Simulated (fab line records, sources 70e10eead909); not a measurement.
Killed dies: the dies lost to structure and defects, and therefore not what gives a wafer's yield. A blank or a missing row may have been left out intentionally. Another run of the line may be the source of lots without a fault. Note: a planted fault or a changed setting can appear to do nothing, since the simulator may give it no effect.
3 desks, one fault + flow nandHarc + what lay behind the numbers comes last; until then each desk has only its own

FROM THE METROLOGY DESK
Means of the sampled wafers that have a number, per lot and without regard to the tool the lot ran on: this is what the gauges read. Any lot whose mean is over 4 standard deviations away from the usual mean is out of limits and marked OUT; that distance is given in the brackets.
Columns: A = thkNm at NHARC_A_BONDPAD_THK_MEAS_30, usual 200.0 nm; B = thkNm at NHARC_A_BONDPAD_THK_MEAS_20, usual 169.7 nm
| lot  | first seen here | A     | B                       |
|------|-----------------|-------|-------------------------|
| L819 | day 18 02:16    | 199.7 | 168.6                   |
| L820 | day 18 03:08    | 200.4 | 404.1 (+99 or more) OUT |
| L822 | day 18 05:19    | 199.1 | 404.1 (+99 or more) OUT |
| L826 | day 20 03:51    | 198.4 | 170.3                   |
| L831 | day 20 22:15    | 199.6 | 171.8                   |
| L833 | day 21 07:44    | 200.4 | 171.1                   |
| L834 | day 21 19:01    | 201.0 | 168.4                   |
| L837 | day 22 14:30    | 200.2 | 169.3                   |
| L841 | day 23 11:06    | 198.6 | 169.1                   |
| L840 | day 23 15:36    | 199.4 | 169.3                   |
Finding of this desk: L820, L822 out of limits; the first was L820 at day 18 06:08, on thkNm at NHARC_A_BONDPAD_THK_MEAS_20. L819, L826, L831, L833, L834, L837, L841, L840 stayed within limits.

THE DEFECT DESK
Lot by lot, what the route's inspections counted, given as the mean of those sampled wafers with a number. Any lot whose mean is over 4 standard deviations away from the usual mean is out of limits and marked OUT; that distance is given in the brackets.
Columns: A = rawDefectCount at NHARC_A_BONDPAD_INSPECT_23, usual 431
| lot  | first seen here | A              |
|------|-----------------|----------------|
| L819 | day 18 05:32    | 408            |
| L820 | day 18 06:23    | 3294 (+24) OUT |
| L822 | day 18 09:14    | 3241 (+23) OUT |
| L826 | day 20 07:04    | 457            |
| L831 | day 21 01:55    | 346            |
| L833 | day 21 11:02    | 533            |
| L834 | day 21 23:05    | 480            |
| L837 | day 22 18:26    | 423            |
| L841 | day 23 14:26    | 416            |
| L840 | day 23 19:11    | 395            |
Finding of this desk: L820, L822 out of limits; the first was L820 at day 18 06:23, on rawDefectCount at NHARC_A_BONDPAD_INSPECT_23. L819, L826, L831, L833, L834, L837, L841, L840 stayed within limits.

DESK OF THE TOOL OWNER: cmp-04
The tool's own readings at NHARC_A_BONDPAD_CMP_19 (polishes, t overpolish 30 s, cu recess touch 16 s, target thk 169.8 nm): means of the sampled wafers that have a number, for each lot that ran on this tool. Any lot whose mean is over 4 standard deviations away from the usual mean is out of limits and marked OUT; that distance is given in the brackets.
Columns: A = edgeZonePressureFrac at NHARC_A_BONDPAD_CMP_19, usual 1.000; B = motorCurrentA at NHARC_A_BONDPAD_CMP_19, usual 12.1 A; C = overpolishRunS at NHARC_A_BONDPAD_CMP_19, usual 30.001 s; D = slurryFlowMlMin at NHARC_A_BONDPAD_CMP_19, usual 150.0
| lot  | first seen here | A     | B    | C      | D     |
|------|-----------------|-------|------|--------|-------|
| L819 | day 18 04:59    | 0.992 | 11.8 | 30.005 | 149.9 |
| L831 | day 21 01:23    | 1.002 | 13.1 | 30.005 | 149.6 |
| L833 | day 21 10:29    | 1.003 | 13.9 | 30.002 | 149.9 |
| L834 | day 21 22:34    | 1.002 | 12.0 | 30.009 | 149.9 |
| L841 | day 23 13:55    | 0.993 | 13.6 | 29.994 | 150.4 |
Result from this desk: across the 5 lots, nothing is out of limits.

BROUGHT TOGETHER
L820, L822 would have let the metrology desk raise an alarm at day 18 06:08.
The defect desk could have raised an alarm at day 18 06:23, on L820, L822.
The desk of the tool owner found nothing out of limits.
The tool owner's desk has no number on record for L820, L822.
Of the lots named, all ran NHARC_A_BONDPAD_CMP_19 on cmp-04.

WHAT THE SIMULATOR HAD PUT IN
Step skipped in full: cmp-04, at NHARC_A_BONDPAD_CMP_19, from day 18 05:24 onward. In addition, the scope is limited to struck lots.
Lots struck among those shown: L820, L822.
Hours from the fault's start to each desk's first reading out of limits: the metrology desk, 1; the defect desk, 1.
